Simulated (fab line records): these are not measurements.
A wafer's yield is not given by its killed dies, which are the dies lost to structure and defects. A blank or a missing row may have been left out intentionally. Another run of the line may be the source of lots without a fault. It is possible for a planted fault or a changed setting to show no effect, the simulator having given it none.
Matching of chambers | flow n5-finfet | ald-sin-04 running N5_BEOL_M1_ALD_98: 4 sister chambers
The step deposits SiO2, target thk 2.5 nm, pulse time 1 s, co reactant pulse time 1 s. 7 wafers are shown with their chamber, then 9 later ones without.

WAFERS, EACH WITH ITS CHAMBER
wafer  | chamber | heater-power-w (W) | precursor-pulse-height-rel
L075.2 | 3       | 81                 | 0.981
L084.2 | 1       | 70                 | 0.989
L086.1 | 0       | 75                 | 0.991
L086.6 | 2       | 80                 | 0.979
L087.1 | 1       | 69                 | 1.003
L087.2 | 0       | 75                 | 0.989
L087.3 | 2       | 80                 | 0.978

WAFERS WITHOUT THEIR CHAMBER
wafer  | heater-power-w (W) | precursor-pulse-height-rel
L088.1 | 81                 | 0.985
L088.3 | 71                 | 1.012
L088.4 | 81                 | 1.018
L091.1 | 80                 | 0.998
L091.3 | 80                 | 1.006
L091.6 | 70                 | 0.989
L097.2 | 76                 | 0.980
L097.3 | 82                 | 0.998
L097.5 | 81                 | 1.005

WHICH CHAMBER EACH ONE RAN IN
wafer  | from the rows above     | in truth
L088.1 | 3                       | 3
L088.3 | 1                       | 1
L088.4 | can't be placed: 3 or 2 | 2
L091.1 | can't be placed: 2 or 3 | 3
L091.3 | can't be placed: 2 or 3 | 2
L091.6 | 1                       | 1
L097.2 | 0                       | 0
L097.3 | 3                       | 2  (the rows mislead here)
L097.5 | can't be placed: 3 or 2 | 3
4 of 9 placed correctly. From these rows, 4 cannot be placed; in 4 the true chamber is one of the candidates. Placed wrongly: 1.
How it was worked out, from the rows above alone: a wafer's distance from a chamber is the root of the sum, over the readings, of the square of ((its reading less the chamber's mean) divided by the reading's scatter). If the next closest chamber is less than 2 further off than the closest, the wafer can't be placed; otherwise it belongs to the closest. For every chamber, the mean is computed from those of its wafers that are shown. How the scatter is found: for the shown wafers, subtract from each reading the mean of its chamber, square and add these, divide the total by (wafers less chambers), then take the root.
